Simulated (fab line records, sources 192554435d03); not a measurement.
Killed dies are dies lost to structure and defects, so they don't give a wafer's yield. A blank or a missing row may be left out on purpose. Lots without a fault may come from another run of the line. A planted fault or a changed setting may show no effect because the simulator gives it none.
A struck lot beside a sound one | flow n5_finfet | 15 steps out of a route of 1938
Sound: wafers L310.1, L310.3, L310.5. Struck: wafers L320.1, L320.2, L320.3. The cause comes at the end.
At each step with rows: each side's tool, then ch and its chambers, then its first start. Under that, the readings that differ: sound wafers | struck wafers | difference of the means | sigmas: that difference in standard deviations of wafers without a fault.
alike: readings whose means differ by less than 2 such deviations, and words and numbers that are the same on both sides. not compared: withheld readings, readings that some wafer has no value for, bounds like >300 that may hide the same value, and numbers for which the record gives no deviation and whose values overlap.
The two part at a step that has a row with sigmas, a row that says differs or no value, or rows on one side only. Numbers that don't overlap but have no deviation are shown without sigmas and don't part them. A reading that every wafer of one side lacks parts them only if that side has two wafers or more.

first, 1 step without rows for these wafers: N5_MOL_CONTACT_COAG_STRIP_93 (strips in N2/H2).
N5_MOL_CONTACT_COAG_ETCHBACK_135: etches SiO2 in CHF3, target depth 25 nm, time 16.7 s.
  sound on rie_diel-05 ch 0,1,2, day 5 18:14; struck on rie_diel-01 ch 0,2,3, day 8 04:17
  alike: drypump_motor_current_A, oes_ar_750_au, oes_product_au, rf_vpp_V, showerhead_plenum_p_Torr, throttle_valve_pct
  not compared: rf_hours_counter_h
then, 1 step without rows for these wafers: N5_MOL_CONTACT_COAG_STRIP_118 (strips in CHF3).
N5_MOL_CONTACT_COAG_VIA_ETCH_46: etches SiO2 in C4F6/O2, target depth 46 nm, overetch 9.2 nm, time 40 s.
  sound on rie_diel-05 ch 0,1,2, day 5 18:17; struck on rie_diel-01 ch 0,2,3, day 8 04:20
  alike: drypump_motor_current_A, oes_ar_750_au, oes_product_au, rf_vpp_V, showerhead_plenum_p_Torr, throttle_valve_pct
  not compared: rf_hours_counter_h
N5_MOL_CONTACT_COAG_STRIP_96: strips in N2/H2.
  sound on rie_diel-05 ch 0,1,2, day 5 18:20; struck on rie_diel-01 ch 0,2,3, day 8 04:23
  alike: drypump_motor_current_A, oes_product_au, power_w, rf_vpp_V, showerhead_plenum_p_Torr, throttle_valve_pct
  not compared: rf_hours_counter_h
N5_MOL_CONTACT_COAG_ETCH_47: etches SiNx in CH3F/O2, stops on W, target depth 27 nm.
  sound on rie_diel-05 ch 0,1,2, day 5 18:23; struck on rie_diel-01 ch 0,2,3, day 8 04:26
  alike: drypump_motor_current_A, etch_rf_on_time_s, oes_ar_750_au, oes_product_au, rf_vpp_V, showerhead_plenum_p_Torr, throttle_valve_pct
  not compared: rf_hours_counter_h
N5_MOL_CONTACT_COAG_STRIP_119: strips in N2/H2, time 30 s.
  sound on plasma_asher-02 ch 0,1, day 5 18:28; struck on plasma_asher-02 ch 0,1, day 8 04:31
  alike: drypump_motor_current_A, heater_power_w
  not compared: rf_hours_counter_h
then, 2 steps without rows for these wafers: N5_MOL_CONTACT_COAG_PRECLEAN_144 (cleans in alkaline clean, time 60 s); N5_MOL_CONTACT_COAG_SRD_145 (time 30 s).
N5_MOL_CONTACT_COAG_CD_MEAS_137: target cd 16 nm.
  sound on cd_sem-03, day 5 18:37; struck on cd_sem-03, day 8 04:40
  alike: cd_nm
then, 2 steps without rows for these wafers: N5_MOL_CONTACT_COAG_COAT_62 (time 60 s, resist thk 60 nm); N5_MOL_CONTACT_COAG_COAT_63 (time 60 s, resist thk 10 nm).
N5_MOL_CONTACT_COAG_COAT_64: time 60 s, resist thk 10 nm.
  sound on litho_track-04 ch 0, day 5 18:39; struck on litho_track-04 ch 0, day 8 04:42
  reading                  | sound                | struck               | difference | sigmas
  heater_power_total_W (W) | 393.0 391.0 393.2    | 437.2 430.2 432.0    | +40.7      | +31
  plate_temp_C (C)         | 205.13 205.01 205.01 | 221.97 222.24 222.11 | +17.06     | +99 or more
then, 1 step without rows for these wafers: N5_MOL_CONTACT_COAG_COAT_34 (resist thk 40 nm).
-- the record jumps here: 3 days lie between the struck wafers' starts before and after (it left off in module MOL_CONTACT_COAG and takes up again in module BEOL_M4, whose first step shown is number 1111 of the route) --
N5_BEOL_M4_RC_MEAS_101:
  sound on prober-01 ch 0, day 8 11:54; struck on prober-02 ch 0, day 11 06:19
  alike: DIBL_N, DIBL_P, IOFF_N, IOFF_P, ION_N, ION_P, SS_N, SS_P, VT_N, VT_P

WHERE THEY PART
Only at N5_MOL_CONTACT_COAG_COAT_64, within this record. Later steps at which nothing parts them and some readings are alike: N5_BEOL_M4_RC_MEAS_101.

WHY: what the simulator had put in
Process parameter drift: litho_track-04, from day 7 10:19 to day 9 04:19, at N5_MOL_CONTACT_COAG_COAT_64. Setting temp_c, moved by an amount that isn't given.
